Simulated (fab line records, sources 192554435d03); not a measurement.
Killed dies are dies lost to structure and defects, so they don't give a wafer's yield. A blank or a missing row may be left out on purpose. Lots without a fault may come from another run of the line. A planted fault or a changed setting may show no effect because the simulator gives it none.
Which tool did it? | flow n5_finfet | 10 lots, 30 wafers sampled, at 5 steps of a route of 1938

WHAT THE GAUGES READ, wafer by wafer
N5_FIN_SAQP_INSPECT_40: inspects for defects (brightfield). Usual: raw_defect_count 240, standard deviation 61.
lot  | measured    | on                | raw_defect_count | flag
L464 | day 2 02:34 | defect_inspect-02 | 334 320 269      |
L472 | day 4 02:45 | defect_inspect-02 | 262 178 192      |
L475 | day 4 22:46 | defect_inspect-01 | 156 238 139      |
L477 | day 5 10:02 | defect_inspect-02 | 176 185 188      |
L478 | day 5 14:50 | defect_inspect-01 | 221 204 197      |
L479 | day 5 22:09 | defect_inspect-01 | 339 282 235      |
L484 | day 7 02:43 | defect_inspect-01 | 274 266 153      |
L485 | day 7 08:13 | defect_inspect-01 | 221 271 210      |
L486 | day 7 13:46 | defect_inspect-01 | 390 264 299      |
L487 | day 7 21:12 | defect_inspect-02 | 205 353 311      |

N5_STI_FIN_REVEAL_CD_MEAS_22: target cd 6.238 nm, pitch 28 nm. Usual: cd_nm 6.30 nm, standard deviation 0.27.
lot  | measured    | on        | cd_nm (nm)     | flag
L464 | day 2 12:34 | cd_sem-02 | 6.39 6.36 5.87 |
L472 | day 4 12:41 | cd_sem-01 | 6.53 6.19 6.08 |
L475 | day 5 08:43 | cd_sem-01 | 6.62 5.89 6.50 |
L477 | day 5 20:15 | cd_sem-02 | 5.81 5.91 6.47 |
L478 | day 6 02:17 | cd_sem-02 | 6.04 6.78 6.19 |
L479 | day 6 08:36 | cd_sem-01 | 5.96 6.49 6.13 |
L484 | day 7 12:41 | cd_sem-01 | 6.19 6.92 6.13 |
L485 | day 7 18:33 | cd_sem-01 | 6.09 6.48 6.81 |
L486 | day 8 00:31 | cd_sem-03 | 6.62 5.79 6.40 |
L487 | day 8 07:27 | cd_sem-01 | 6.45 6.51 6.11 |

N5_BEOL_M4_RC_MEAS_101. Usual: DIBL_N 37.5 mV/V, standard deviation 1.9; DIBL_P 37.3 mV/V, standard deviation 2.4; IOFF_N 0.18 nA/um, standard deviation 0.038; IOFF_P 0.23 nA/um, standard deviation 0.045; ION_N 677 uA/um, standard deviation 11; ION_P 464 uA/um, standard deviation 8.1; SS_N 72.0 mV/dec, standard deviation 0.68; SS_P 73.5 mV/dec, standard deviation 0.77; VT_N 249 mV, standard deviation 3.3; VT_P -249 mV, standard deviation 3.6.
lot  | measured     | on        | DIBL_N (mV/V)  | DIBL_P (mV/V)  | IOFF_N (nA/um) | IOFF_P (nA/um) | ION_N (uA/um) | ION_P (uA/um) | SS_N (mV/dec)  | SS_P (mV/dec)  | VT_N (mV)   | VT_P (mV)      | flag
L464 | day 8 00:23  | prober-02 | 38.1 40.4 37.6 | 37.5 40.1 36.8 | 0.18 0.23 0.17 | 0.20 0.24 0.19 | 672 687 665   | 449 465 451   | 72.3 73.4 71.6 | 73.7 73.7 73.8 | 250 248 252 | -251 -249 -254 |
L472 | day 10 03:54 | prober-01 | 39.1 37.8 36.3 | 39.1 36.6 35.3 | 0.18 0.16 0.14 | 0.25 0.22 0.19 | 665 665 666   | 463 460 456   | 73.1 72.4 71.7 | 74.1 73.1 72.8 | 252 255 255 | -249 -247 -252 |
L475 | day 10 11:45 | prober-01 | 39.4 36.1 38.8 | 38.0 34.1 37.5 | 0.21 0.14 0.20 | 0.29 0.19 0.28 | 681 677 687   | 470 456 474   | 72.4 71.5 72.0 | 73.7 72.6 73.6 | 246 254 248 | -244 -249 -244 |
L477 | day 11 05:46 | prober-02 | 34.8 37.4 38.5 | 34.9 37.4 39.7 | 0.13 0.16 0.19 | 0.18 0.21 0.25 | 673 659 685   | 458 455 471   | 70.5 71.8 71.4 | 72.1 73.2 73.7 | 254 250 248 | -250 -253 -248 |
L478 | day 12 05:04 | prober-02 | 36.3 38.0 35.7 | 36.8 39.5 36.7 | 0.16 0.21 0.16 | 0.20 0.23 0.20 | 666 692 672   | 460 464 459   | 71.8 72.0 71.4 | 73.5 74.0 73.0 | 252 244 249 | -253 -251 -250 |
L479 | day 12 03:10 | prober-01 | 36.8 37.4 34.9 | 35.2 34.8 33.6 | 0.17 0.18 0.14 | 0.23 0.24 0.19 | 682 676 663   | 467 470 454   | 71.5 72.2 71.0 | 72.5 73.2 72.4 | 251 251 251 | -245 -246 -250 |
L484 | day 13 05:11 | prober-02 | 38.6 39.7 40.7 | 39.3 40.5 41.6 | 0.18 0.23 0.23 | 0.24 0.26 0.27 | 681 683 692   | 464 463 470   | 71.8 72.4 72.7 | 74.7 74.5 74.2 | 247 244 245 | -250 -249 -249 |
L485 | day 13 10:32 | prober-01 | 35.9 34.5 38.4 | 35.1 32.9 39.1 | 0.15 0.13 0.22 | 0.20 0.17 0.30 | 672 650 701   | 460 450 482   | 72.0 71.4 72.4 | 74.0 72.2 73.5 | 250 253 244 | -250 -253 -243 |
L486 | day 13 12:23 | prober-02 | 38.9 36.0 34.5 | 38.9 36.7 36.0 | 0.22 0.15 0.13 | 0.25 0.21 0.20 | 682 675 664   | 458 466 462   | 72.6 71.9 71.6 | 73.9 72.7 73.4 | 248 249 253 | -249 -248 -250 |
L487 | day 13 19:59 | prober-02 | 41.6 37.2 38.0 | 42.9 36.3 37.6 | 0.28 0.17 0.17 | 0.37 0.24 0.23 | 705 670 670   | 480 462 462   | 72.5 71.4 72.1 | 75.0 73.9 73.2 | 243 249 251 | -242 -245 -251 |

WHICH TOOL RAN EACH LOT (tool, then ch and the chambers of the sampled wafers, then the start)
lot  | N5_STI_FIN_REVEAL_DENSIFY_30    | N5_STI_FIN_REVEAL_STRIP_24
L464 | rtp_anneal-02 ch 0, day 2 09:28 | rie_diel-03 ch 0,1,2, day 2 09:41
L472 | rtp_anneal-02 ch 0, day 4 09:35 | rie_diel-03 ch 0,3, day 4 09:48
L475 | rtp_anneal-02 ch 0, day 5 05:36 | rie_diel-03 ch 0,2,3, day 5 05:49
L477 | rtp_anneal-02 ch 0, day 5 16:52 | rie_diel-06 ch 0,1, day 5 17:21
L478 | rtp_anneal-01 ch 0, day 5 23:11 | rie_diel-03 ch 0,1,3, day 5 23:25
L479 | rtp_anneal-02 ch 0, day 6 05:28 | rie_diel-06 ch 1,3, day 6 05:43
L484 | rtp_anneal-01 ch 0, day 7 09:33 | rie_diel-06 ch 2,3, day 7 09:48
L485 | rtp_anneal-02 ch 0, day 7 15:23 | rie_diel-03 ch 0,2,3, day 7 15:40
L486 | rtp_anneal-02 ch 0, day 7 21:23 | rie_diel-04 ch 0,3, day 7 21:36
L487 | rtp_anneal-01 ch 0, day 8 04:10 | rie_diel-04 ch 1,2,3, day 8 04:26
- N5_STI_FIN_REVEAL_DENSIFY_30
- N5_STI_FIN_REVEAL_STRIP_24: strips in N2/H2, time 90 s.

WHAT THE TOOLS THEMSELVES READ (means of the sampled wafers that have a number; where no wafer has one, the mark that the record gives instead)
N5_STI_FIN_REVEAL_DENSIFY_30. Usual: lamp_power_pct 11.53 %, standard deviation 0.056; lamp_zone_3_pct 11.528 %, standard deviation 0.019; lamp_zone_5_pct 11.530 %, standard deviation 0.021; lamp_zone_6_pct 11.450 %, standard deviation 0.019; lamp_zone_7_pct 11.961 %, standard deviation 0.02.
lot  | tool          | lamp_power_pct (%) | lamp_zone_3_pct (%) | lamp_zone_5_pct (%) | lamp_zone_6_pct (%) | lamp_zone_7_pct (%) | flag
L464 | rtp_anneal-02 | 11.53              | 11.527              | 11.516              | 11.453              | 11.956              |
L472 | rtp_anneal-02 | 11.53              | 11.530              | 11.535              | 11.438              | 11.967              |
L475 | rtp_anneal-02 | 11.53              | 11.517              | 11.536              | 11.440              | 11.950              |
L477 | rtp_anneal-02 | 11.58              | 11.546              | 11.538              | 11.459              | 11.964              |
L478 | rtp_anneal-01 | 11.45              | 11.524              | 11.535              | 11.467              | 11.963              |
L479 | rtp_anneal-02 | 11.56              | 11.539              | 11.500              | 11.450              | 11.940              |
L484 | rtp_anneal-01 | 11.58              | 11.525              | 11.521              | 11.447              | 11.976              |
L485 | rtp_anneal-02 | 11.52              | 11.523              | 11.539              | 11.436              | 11.955              |
L486 | rtp_anneal-02 | 11.58              | 11.529              | 11.522              | 11.461              | 11.974              |
L487 | rtp_anneal-01 | 11.57              | 11.515              | 11.516              | 11.458              | 11.962              |

N5_STI_FIN_REVEAL_STRIP_24. Usual: bias_power_w 2.999 W, standard deviation 0.009; chamber_pressure_mTorr 100.02 mTorr, standard deviation 0.12; drypump_motor_current_A 6.0 A, standard deviation 0.39; oes_product_au 0.76 a.u., standard deviation 0.082; rf_vpp_V 45.4 V, standard deviation 0.9; showerhead_plenum_p_Torr 3.42 Torr, standard deviation 0.1; throttle_valve_pct 12.30 %, standard deviation 0.24.
lot  | tool        | bias_power_w (W) | chamber_pressure_mTorr (mTorr) | drypump_motor_current_A (A) | oes_product_au (a.u.) | rf_vpp_V (V) | showerhead_plenum_p_Torr (Torr) | throttle_valve_pct (%) | flag
L464 | rie_diel-03 | 2.998            | 99.96                          | 5.9                         | 0.71                  | 46.0         | 3.49                            | 12.50                  |
L472 | rie_diel-03 | 2.996            | 100.06                         | 6.3                         | 0.70                  | 45.1         | 3.46                            | 12.77                  |
L475 | rie_diel-03 | 3.012            | 99.91                          | 6.0                         | 0.81                  | 46.5         | 3.45                            | 12.50                  |
L477 | rie_diel-06 | -                | -                              | -                           | -                     | -            | -                               | -                      | OFF
L478 | rie_diel-03 | -                | -                              | -                           | -                     | -            | -                               | -                      | OFF
L479 | rie_diel-06 | -                | -                              | -                           | -                     | -            | -                               | -                      | OFF
L484 | rie_diel-06 | 2.992            | 100.06                         | 5.7                         | 0.71                  | 46.4         | 3.37                            | 12.45                  |
L485 | rie_diel-03 | 2.993            | 100.00                         | 6.1                         | 0.87                  | 46.0         | 3.43                            | 12.34                  |
L486 | rie_diel-04 | 3.004            | 99.95                          | 6.2                         | 0.71                  | 46.1         | 3.39                            | 12.16                  |
L487 | rie_diel-04 | 2.994            | 100.05                         | 6.2                         | 0.76                  | 45.4         | 3.43                            | 12.20                  |

THE ANSWER, worked out from the rows above alone
Rule: a lot is off if the mean of its wafers that have a number lies more than 3 standard deviations from the usual mean. A lot without any number at a reading at which 4 lots or more have one is off too. The other lots that the step has rows for count as sound. The gauges are gone through in route order, then the tools' own readings, and for those a lot's mean is taken as printed above. The first step at which some lot is off is used, and at that step the reading that is off furthest; a lot without a number counts as furthest.
Off: L477, L478, L479, at N5_STI_FIN_REVEAL_STRIP_24 (bias_power_w). Without a number there: L477, L478, L479.
A tool fits if, at that step or a process step before it, it ran every lot that is off, and no sound lot after the first of them. None of those tried fits.

WHAT THE SIMULATOR HAD PUT IN
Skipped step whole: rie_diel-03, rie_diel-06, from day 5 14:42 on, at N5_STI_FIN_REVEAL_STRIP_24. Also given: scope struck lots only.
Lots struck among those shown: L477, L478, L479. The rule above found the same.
